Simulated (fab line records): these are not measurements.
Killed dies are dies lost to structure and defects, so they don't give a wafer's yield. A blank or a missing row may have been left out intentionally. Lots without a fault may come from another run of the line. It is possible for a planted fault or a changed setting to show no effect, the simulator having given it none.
Struck lot and sound lot, side by side	flow nandHarc	18 out of 1302 route steps
Sound: the wafers L169.2, L169.4, L169.6. Struck: wafers L173.2, L173.3, L173.6. The cause is given at the end.
Per side, at each step with rows, come the tool, then ch with its chambers, and then its first start. Under that, the readings that differ: sound wafers	struck wafers	difference of the means	sigmas: that difference in standard deviations of wafers without a fault.
alike: readings whose means differ by less than 2 such deviations, and words and numbers that are the same on both sides. not compared: withheld readings, readings that some wafer has no value for, bounds like >300 that may hide the same value, and numbers for which the record gives no deviation and whose values overlap.
The two part at a step that has a row with sigmas, a row that says differs or no value, or rows on one side only. Numbers that have no deviation but don't overlap get no sigmas and don't part them. A reading that every wafer of one side lacks parts them only if that side has two wafers or more.

NHARC_P_GATE_CD_MEAS_59 targets a cd of 720 nm.
  sound on cdSem-01 ch 0, day 6 20:35; struck on cdSem-03 ch 0, day 7 23:52
  alike: cdNm
then, 1 step without rows for these wafers: NHARC_P_GATE_HARDBAKE_60 (time 80 s).
NHARC_P_GATE_DESCUM_61: chemistry O2, time 3 s.
  sound on rieDiel-06 ch 0,1,3, day 6 20:46; struck on rieDiel-06 ch 0,1,3, day 8 00:02
  alike: drypumpMotorCurrentA, oesProductAu, rfVppV, showerheadPlenumPTorr, throttleValvePct
  not compared: rfHoursCounterH
following that, these wafers have no rows for 1 step: NHARC_P_GATE_IMPLANT_62.
NHARC_P_GATE_STRIP_112: strips in N2/H2, time 200 s.
  sound on plasmaAsher-01 ch 0, day 6 21:07; struck on plasmaAsher-01 ch 0,1, day 8 00:24
  alike: drypumpMotorCurrentA, heaterPowerW
  not compared: rfHoursCounterH
NHARC_P_GATE_STRIP_76: strips in O2.
  sound on plasmaAsher-01 ch 0, day 6 21:23; struck on plasmaAsher-01 ch 0,1, day 8 00:40
  alike: drypumpMotorCurrentA, heaterPowerW
  not compared: rfHoursCounterH
then, 6 steps without rows for these wafers: NHARC_P_GATE_STRIP_63 (strips in SPM, time 900 s); NHARC_P_GATE_DEHYDRATE_83 (time 120 s); NHARC_P_GATE_HMDS_84 (time 30 s); NHARC_P_GATE_COAT_85; NHARC_P_GATE_SOFTBAKE_86 (time 95 s); NHARC_P_GATE_EBR_87.
NHARC_P_GATE_EXPOSE_88: exposes mask P HVN, target cd 2000 nm.
  sound on krfScanner-04 ch 0, day 6 22:08; struck on krfScanner-04 ch 0, day 8 01:25
reading	sound	struck	difference	sigmas
mask	P_HVN#0 P_HVN#0 P_HVN#0	P_PSD#0 P_PSD#0 P_PSD#0	differs	
then, 2 steps without rows for these wafers: NHARC_P_GATE_PEB_89 (peb time 85 s); NHARC_P_GATE_DEVELOP_90 (time 70 s).
NHARC_P_GATE_CD_MEAS_91 targets a cd of 2000 nm.
  sound on cdSem-03 ch 0, day 6 22:18; struck on cdSem-03 ch 0, day 8 01:35
reading	sound	struck	difference	sigmas
cdNm (nm)	1998.2 1998.8 2000.5	- - -	no value on the struck wafers	
then, 1 step without rows for these wafers: NHARC_P_GATE_HARDBAKE_92 (time 80 s).
-- break in the record here, with 19 days between the starts of the struck wafers on either side (left off in module P_GATE, picked up again in module END, where the first step shown is number 1302 on the route) --
NHARC_END_SORT_01:
  only the struck wafers appear in the record here, on prober-02 ch 0 at day 27 04:00; the sound ones have no rows

== WHERE THEY PART ==
At NHARC_P_GATE_EXPOSE_88 first; at NHARC_END_SORT_01 last (within this record only).

WHY: what had been put in by the simulator
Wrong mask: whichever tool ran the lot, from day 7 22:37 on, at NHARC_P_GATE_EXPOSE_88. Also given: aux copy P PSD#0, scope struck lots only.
